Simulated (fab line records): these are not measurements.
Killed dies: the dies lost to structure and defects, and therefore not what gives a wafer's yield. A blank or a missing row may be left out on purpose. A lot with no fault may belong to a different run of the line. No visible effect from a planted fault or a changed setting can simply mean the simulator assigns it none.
fab line records	flow nand_harc
[record] lots = 5	wafers = 15	last_day = 24
route steps=1159 shown P_GATE@170
lots that met no fault: taken from a fault-free run of the same line
start_h: the number of hours between the record's first day and the start of the first shown wafer of the lot	wait_h: hours since the lot's step before	" unchanged from the row above	L1.1+2: one row covering several wafers at once	- either no value or no given start	* or withheld: withheld	< > ~ a bound
route shown NAME@n: NAME is a module with steps in the file, n the number in the route of the first one	usual: the fault-free wafers' mean and standard deviation	same: alike in all rows	chamber/n: place in a boat	sites: the reading at each site	_std_site: how widely they spread, as a standard deviation	_edge_site: mean of outer sites minus mean of inner sites	radius_mm: how far each site lies from the wafer's centre	mask NAME#n: copy n	behind: the last tool/chamber to shape the wafer	hold: reason for holding the lot/hours on hold/outcome of the hold	device: the transistor (n, p or np) that didn't switch	end of line: the route-end tests of the same wafers	for a step that has no rows: nothing shown but its recipe	killed: dies that structure and defects cost at the first sort, which is not the same as the wafer's yield	map: per-die view of a wafer (x killed, . not killed, _ where there is no die)
set.NAME: setting as actually run; set.NAME@STEP: the setting as run at that earlier step	model.NAME: the simulator's own value behind a step, which no gauge read
a table for each step, a row for each wafer; lots at some steps of the route
services: when a tool's chamber went out of use (start_h, in hours from the record's first day, below 0 if earlier), for how many hours, and the reason
[[steps]]
[step NHARC_P_GATE_CD_MEAS_46]
[recipe] target_cd_nm = 720	landing_energy_ev = 500
[usual] cd_nm = 719.7/1.6
lot.wafer	tool	chamber	start_h	wait_h	cd_nm
L417.2	cd_sem-03	0	143.98	-	719.8
L417.3	"	0	"	"	720.8
L417.6	"	0	"	"	720.5
L418.2	cd_sem-01	0	156.69	-	717.6
L418.3	"	0	"	"	719.7
L418.4	"	0	"	"	718.4
L419.4	cd_sem-03	0	156.85	-	717.9
L419.5	"	0	"	"	720.8
L419.6	"	0	"	"	717.4
L429.4	cd_sem-03	0	221.49	-	720.6
L429.5	"	0	"	"	721.4
L429.6	"	0	"	"	720.5
L431.4	cd_sem-01	0	228.66	-	717.4
L431.5	"	0	"	"	717.3
L431.6	"	0	"	"	718.1
[step NHARC_P_GATE_HARDBAKE_47]
[recipe] temp_c = 125	time_s = 80
[step NHARC_P_GATE_DESCUM_48]
[recipe] time_s = 3	o2_flow_sccm = 200	ar_flow_sccm = 0	bias_power_w = 0	chemistry = O2
[usual] drypump_motor_current_A = 5.96/0.22	oes_product_au = 1.000/0.0073	rf_vpp_V = 57.8/0.98	showerhead_plenum_p_Torr = 1.91/0.089	throttle_valve_pct = 11.312/0.01
lot.wafer	tool	chamber	start_h	wait_h	drypump_motor_current_A	oes_product_au	rf_hours_counter_h	rf_vpp_V	showerhead_plenum_p_Torr	throttle_valve_pct
L417.2	rie_diel-12	0	144.16	-	6.09	1.005	37	58.5	1.93	11.338
L417.3	"	1	"	"	5.79	1.009	41	57.3	1.81	11.306
L417.6	"	3	"	"	6.22	0.997	-	57.6	2.02	11.317
L418.4	rie_diel-01	1	157.77	-	6.15	0.996	5	58.7	2.01	11.309
L418.2	"	2	"	"	5.71	0.990	5	57.1	1.81	11.314
L418.3	"	0	"	"	5.65	1.011	3	57.1	1.80	11.306
L419.4	rie_diel-01	0	157.89	-	5.73	1.007	3	56.3	1.80	11.303
L419.5	"	1	"	"	6.13	0.995	-	57.6	2.01	11.310
L419.6	"	2	"	"	5.68	1.002	-	58.4	1.81	11.329
L429.4	rie_diel-02	0	221.66	-	6.01	1.000	10	58.6	1.89	11.294
L429.6	"	3	"	"	6.00	0.990	-	56.6	1.85	11.309
L429.5	"	0	"	"	5.99	1.014	-	58.5	1.89	11.301
L431.4	rie_diel-02	2	228.83	-	6.06	1.008	11	55.8	1.86	11.310
L431.5	"	1	"	"	6.23	1.005	-	58.0	2.03	11.315
L431.6	"	2	"	"	5.99	1.002	-	58.0	1.86	11.317
[step NHARC_P_GATE_IMPLANT_49]
[recipe] energy_kev = 30	dose_cm2 = 3e+15	tilt_deg = 7
[step NHARC_P_GATE_STRIP_111]
[recipe] power_w = 1500	temp_c = 110	time_s = 250	chemistry = N2/H2
[usual] drypump_motor_current_A = 5.8/0.49	heater_power_w = 93/12	rf_refl_power_W = 13.8/2.4
lot.wafer	tool	chamber	start_h	wait_h	drypump_motor_current_A	heater_power_w	rf_hours_counter_h	rf_refl_power_W
L417.2	plasma_asher-01	0	144.52	0.2	5.7	89	11	13.9
L417.3	"	0	"	"	5.6	88	-	14.0
L417.6	"	0	"	"	5.6	88	-	13.6
L418.2	plasma_asher-02	1	158.20	0.2	6.2	89	47	18.0
L418.4	"	0	"	"	6.1	82	-	12.4
L418.3	"	1	"	"	6.2	89	-	17.7
L419.4	plasma_asher-01	1	158.37	0.3	5.0	119	-	9.9
L419.6	"	0	"	"	5.7	90	-	12.7
L419.5	"	1	"	"	5.0	116	-	10.1
L429.4	plasma_asher-01	0	222.11	0.2	5.6	89	-	12.7
L429.6	"	0	"	"	5.6	88	-	13.8
L429.5	"	1	"	"	5.0	111	-	11.5
L431.4	plasma_asher-02	0	229.34	0.3	6.1	86	-	13.0
L431.5	"	1	"	"	6.2	91	-	17.4
L431.6	"	0	"	"	6.1	83	-	12.7
[step NHARC_P_GATE_STRIP_75]
[recipe] power_w = 1500	temp_c = 250	chemistry = O2
[usual] drypump_motor_current_A = 5.8/0.48	heater_power_w = 348/46	rf_refl_power_W = 13.8/2.2
lot.wafer	tool	chamber	start_h	wait_h	drypump_motor_current_A	heater_power_w	rf_hours_counter_h	rf_refl_power_W
L417.2	plasma_asher-01	0	144.82	0.3	5.6	329	12	13.1
L417.3	"	0	"	"	5.6	325	-	12.9
L417.6	"	0	"	"	5.6	331	-	12.3
L418.2	plasma_asher-02	1	158.46	0.2	6.2	333	47	17.9
L418.4	"	0	"	"	6.1	299	-	13.0
L418.3	"	1	"	"	6.2	327	-	17.9
L419.4	plasma_asher-01	1	158.56	0.1	5.0	433	-	11.4
L419.6	"	0	"	"	5.6	326	-	13.5
L419.5	"	1	"	"	5.0	425	-	12.5
L429.4	plasma_asher-01	0	222.34	0.2	5.6	332	-	12.4
L429.6	"	0	"	"	5.6	328	-	13.2
L429.5	"	1	"	"	5.0	424	-	12.1
L431.4	plasma_asher-02	0	229.52	0.1	6.1	318	-	12.7
L431.5	"	1	"	"	6.2	347	-	17.6
L431.6	"	0	"	"	6.1	308	-	13.3
[step NHARC_P_GATE_STRIP_50]
[recipe] time_s = 900	temp_c = 130	chemistry = SPM
[step NHARC_P_GATE_DEHYDRATE_51]
[recipe] temp_c = 150	time_s = 120
[step NHARC_P_GATE_HMDS_52]
[recipe] time_s = 30
[step NHARC_P_GATE_COAT_53]
[recipe] spin_rpm = 3000
[step NHARC_P_GATE_SOFTBAKE_54]
[recipe] temp_c = 122	time_s = 95
[step NHARC_P_GATE_EBR_55]
[step NHARC_P_GATE_EXPOSE_56]
[recipe] na = 0.6	target_cd_nm = 720	dose_mj = 14.81	mask_id = P_PSD
lot.wafer	tool	chamber	start_h	wait_h	mask
L417.2+3+6	krf_scanner-02	0	145.62	-	P_PSD#0
L418.2+3+4	krf_scanner-03	0	159.22	-	P_PSD#0
L419.4+5+6	krf_scanner-02	0	159.39	-	P_HVN#0
L429.4+5+6	krf_scanner-02	0	223.11	-	P_PSD#0
L431.4+5+6	krf_scanner-04	0	230.27	-	P_PSD#0
[step NHARC_P_GATE_PEB_57]
[recipe] peb_temp_c = 118	peb_time_s = 85
[step NHARC_P_GATE_DEVELOP_58]
[recipe] time_s = 70
[step NHARC_P_GATE_CD_MEAS_59]
[recipe] target_cd_nm = 720	landing_energy_ev = 500
[usual] cd_nm = 720.1/1.4
lot.wafer	tool	chamber	start_h	wait_h	cd_nm
L417.2	cd_sem-03	0	145.78	-	718.7
L417.3	"	0	"	"	716.9
L417.6	"	0	"	"	718.2
L418.2	cd_sem-01	0	159.37	-	719.5
L418.3	"	0	"	"	722.0
L418.4	"	0	"	"	719.7
L419.4	cd_sem-03	0	159.54	-	-
L419.5	"	0	"	"	-
L419.6	"	0	"	"	-
L429.4	cd_sem-03	0	223.26	-	719.8
L429.5	"	0	"	"	719.4
L429.6	"	0	"	"	721.4
L431.4	cd_sem-02	0	230.42	-	720.9
L431.5	"	0	"	"	721.1
L431.6	"	0	"	"	721.4
[step NHARC_P_GATE_HARDBAKE_60]
[recipe] temp_c = 125	time_s = 80
[[services]]
tool	chamber	start_h	hours	kind
krf_scanner-02	-	127.78	0.4	repair
rie_diel-02	0	129.85	-	clean
rie_diel-02	1	129.85	-	clean
rie_diel-02	2	129.85	-	clean
rie_diel-02	3	129.85	-	clean
krf_scanner-03	-	131.76	2.0	repair
krf_scanner-02	-	132.20	0.5	repair
rie_diel-01	-	137.80	9.0	pm
rie_diel-01	0	137.80	9.0	vent_cycle
rie_diel-02	-	150.70	9.0	pm
krf_scanner-04	-	155.50	0.1	repair
krf_scanner-03	-	168.00	4.0	pm
krf_scanner-02	0	178.90	-	calibration
krf_scanner-03	-	182.77	2.1	repair
plasma_asher-02	-	183.76	9.0	pm
plasma_asher-02	0	183.76	9.0	vent_cycle
plasma_asher-02	1	183.76	9.0	vent_cycle
plasma_asher-02	0	192.76	-	clean
plasma_asher-02	1	192.76	-	clean
rie_diel-12	-	202.40	9.0	pm
krf_scanner-02	-	210.00	4.0	pm
krf_scanner-02	-	216.41	0.1	repair
plasma_asher-02	-	217.51	1.1	repair
krf_scanner-03	-	229.71	0.4	repair
[[key]]
[first_sign] step = NHARC_P_GATE_EXPOSE_56	reading = mask	direction = changed
[effect] step = NHARC_P_GATE_CD_MEAS_59	reading = cd_nm	direction = missing
met_at NHARC_P_GATE_EXPOSE_56
struck_wafers L419.4,L419.5,L419.6
later_rows_left_out L419.4,L419.5,L419.6
sort_left_out L419.4,L419.5,L419.6
tester_left_out L419
onset_between 145.62 159.39
[fault] kind = wrong_mask	tool = any	chamber = -	onset_h = 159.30	steps = NHARC_P_GATE_EXPOSE_56	aux_copy = P_HVN#0	scope = struck_lots_only
// tester_left_out: of these lots the tester's yield and bins aren't shown, on N5 and GAA mostly nor the transistor test; their killed dies are dies lost to structure and defects alone, not to doping, threshold or leakage, so they don't give the yield
// sort_left_out: the simulated sort isn't trusted on such a fault, so these wafers' sort isn't shown, and their yield isn't known
// later_rows_left_out: the simulator's readings of these wafers behind a module that went badly wrong aren't trusted and aren't shown, but for the sort
